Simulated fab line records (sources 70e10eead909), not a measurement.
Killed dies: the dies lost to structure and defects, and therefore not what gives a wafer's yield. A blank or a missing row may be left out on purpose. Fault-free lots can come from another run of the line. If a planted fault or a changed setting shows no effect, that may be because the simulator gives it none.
Code-filled problem report in 8D (eight disciplines) form ; flow nand_harc ; the parts of the form that need people (team, actions taken, sign-off) are left out

== 1. PROBLEM STATEMENT ==
Wafers with no fault read 120.3 nm with a standard deviation of 0.58, whereas cd_nm at NHARC_P_GATE_CD_MEAS_26 reads a mean of 127.1 nm on 1 wafer of 1 lot. That is +12 standard deviations from the usual mean.
The step: target cd 120 nm.
Earliest sighting: wafer L478.4 on cd_sem-03 at day 11 02:15. Wafers with a number at this step in the record: 36, from 12 lots. Rule for "out" (also "out of limits"): further than 4 standard deviations from the usual mean. Any other wafer with a number is counted as sound.

== 2. WHAT IT IS, WHAT IT ISN'T ==
question;is;is not
which readings at this step;cd_nm;-
which lots;L478;L464, L466, L467, L470, L474, L475, L476, L477, L480, L482, L483
which wafers of those lots;L478.4;L478.3, L478.6
read on which gauges;cd_sem-03;cd_sem-01, cd_sem-02
when;from day 11 02:15;"up to then (26 sound wafers); but 9 sound wafers of L480, L482, L483 came after"

== 3. THE SUSPECTS, EACH WITH WHAT RULES IT OUT ==
Counting: a tool at a process step up to the reading stays a suspect if it ran every lot that is out. Sound lots after the first of them don't rule it out here, since some wafers of a struck lot are sound.
- the gauge at NHARC_P_GATE_CD_MEAS_26 has been ruled out. All the wafers that are out were read on cd_sem-03, but those of them that NHARC_P_GATE_PEB_24 has rows for are out there too, on other tools.
- rie_diel-07 at NHARC_P_STI_ETCH_31 (etches the open film in CF4/CHF3, target depth 108.9 nm, time 54.5 s): kept. The lot that is out, L478, ran on it at day 8 17:05; the last sound lot it ran before that was L476, at day 7 20:49. NHARC_P_STI_ETCH_31 gives no start for some lots, so the hours and the order of its lots are those of NHARC_P_STI_OCD_MEAS_17.
- litho_track-01 at NHARC_P_GATE_PEB_24 (peb time 65 s): kept. The lot that is out, L478, ran on it at day 11 02:10; the last sound lot it ran before that was L477, at day 10 09:27. Its own readings are out on those wafers: heater_power_total_W.
- Within rie_diel-07 at NHARC_P_STI_ETCH_31: the wafers that are out ran in chamber 1; their sound lot-mates ran in chamber 2.
The count leaves litho_track-01 at NHARC_P_GATE_PEB_24 and rie_diel-07 at NHARC_P_STI_ETCH_31.

== 4. THE CAUSE (what the simulator had put in) ==
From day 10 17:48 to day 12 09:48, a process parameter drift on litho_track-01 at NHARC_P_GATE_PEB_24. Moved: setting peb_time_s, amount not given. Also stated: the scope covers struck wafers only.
Of the 2 suspects that counting leaves, this tool is one.

== 5. THE EFFECT CHAIN, in route order ==
Rows list readings where the struck wafers' mean (over those with a number) sits beyond 3 standard deviations from the usual. Readings are gone through only where the record gives a usual standard deviation; hours: the median, over the lots, of the time from a lot's start at the first step in this table giving one to that lot's start at this step; sigmas: the change measured in usual standard deviations.
hours;step;reading;usual;on struck wafers;change;sigmas
0;NHARC_P_GATE_PEB_24;heater_power_total_W;156.6 W;174.9;+18.3;+45
0;NHARC_P_GATE_CD_MEAS_26;cd_nm;120.3 nm;127.1;+6.8;+12
Here are the process steps it includes:
- NHARC_P_GATE_PEB_24: peb time 65 s.
Readings that are blank on the struck wafers while sound wafers have them: plate_temp_C at NHARC_P_GATE_PEB_24.
Later measuring or inspecting steps at which every struck wafer that the step has a row for has a number for every such reading, and none has moved that far: NHARC_P_GATE_CD_MEAS_46, NHARC_END_SORT_01.

== 6. HOW IT WOULD HAVE BEEN CAUGHT EARLIER ==
Counted from the fault's start at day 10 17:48, it took 8 hours until the first out-of-limits reading at a measuring or inspecting step in this record, taken at day 11 02:15.
Tool's own readings at NHARC_P_GATE_PEB_24, heater_power_total_W: out on all struck wafers the step has rows for; an alarm limit on them would have tripped on the first.
The start of NHARC_P_GATE_PEB_24 on litho_track-01 came by day 11 02:15 for every one of the lots that are out (1). A hold on the tool at that time would have spared none of them.
